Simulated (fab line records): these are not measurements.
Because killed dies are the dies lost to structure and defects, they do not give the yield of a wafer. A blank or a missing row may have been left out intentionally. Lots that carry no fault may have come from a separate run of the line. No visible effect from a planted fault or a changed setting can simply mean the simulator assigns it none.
Chamber matching -- flow n5_finfet -- 4 sister chambers for N5_PMOS_HMC_CHANNEL_EPI_STRIP_33 on rie_diel-03
The step strips in N2/H2. 18 wafers are shown with their chamber, then 9 later ones without.

WAFERS WITH THEIR CHAMBER
wafer,chamber,showerhead_plenum_p_Torr (Torr),drypump_motor_current_A (A),throttle_valve_pct (%)
L075.2,1,3.24,6.1,18.98
L075.4,2,3.52,5.0,18.88
L075.6,3,3.45,5.4,19.30
L076.1,1,3.24,6.1,18.93
L076.4,0,3.35,5.6,18.99
L076.6,3,3.45,5.4,19.34
L078.1,2,3.51,5.0,18.90
L078.3,1,3.24,6.1,18.96
L078.4,0,3.35,5.5,19.02
L079.1,1,3.24,6.1,18.99
L079.2,0,3.35,5.5,19.06
L079.6,1,3.24,6.1,19.00
L081.1,0,3.35,5.6,19.02
L081.3,2,3.51,5.0,18.92
L081.4,3,3.44,5.4,18.89
L087.3,2,3.51,5.0,18.92
L087.4,3,3.44,5.4,18.94
L087.6,1,3.24,6.1,18.99

SIGNATURES, as means of the wafers listed above
reading,chamber 0,chamber 1,chamber 2,chamber 3,scatter within a chamber
showerhead_plenum_p_Torr,3.3500,3.2400,3.5125,3.4450,0.00354
drypump_motor_current_A,5.550,6.100,5.000,5.400,0.0267
throttle_valve_pct,19.0225,18.9750,18.9050,19.1175,0.111
Rule: distance of a wafer from a chamber = root of the sum over the readings of ((wafer's reading minus chamber's mean) / reading's scatter) squared. If the next closest chamber is less than 2 further off than the closest, the wafer can't be placed; otherwise it belongs to the closest. The scatter: the root of (the sum of the squares of (reading less its chamber's mean) over the shown wafers, divided by (wafers less chambers)).

WAFERS WHOSE CHAMBER IS MISSING
wafer,showerhead_plenum_p_Torr (Torr),drypump_motor_current_A (A),throttle_valve_pct (%)
L092.1,3.50,5.0,18.91
L092.5,3.23,6.2,19.01
L092.6,3.50,5.0,18.90
L093.3,3.34,5.5,19.05
L093.5,3.34,5.5,19.02
L093.6,3.23,6.1,18.99
L094.1,3.50,5.0,18.93
L094.2,3.43,5.4,18.99
L094.6,3.23,6.1,18.99

CHAMBER TAKEN BY EACH
wafer,from the rows above,in truth
L092.1,2,2
L092.5,1,1
L092.6,2,2
L093.3,0,0
L093.5,0,0
L093.6,1,1
L094.1,2,2
L094.2,3,3
L094.6,1,1
Correctly placed: 9 of 9. From these rows, 0 cannot be placed. Number placed wrongly: 0.
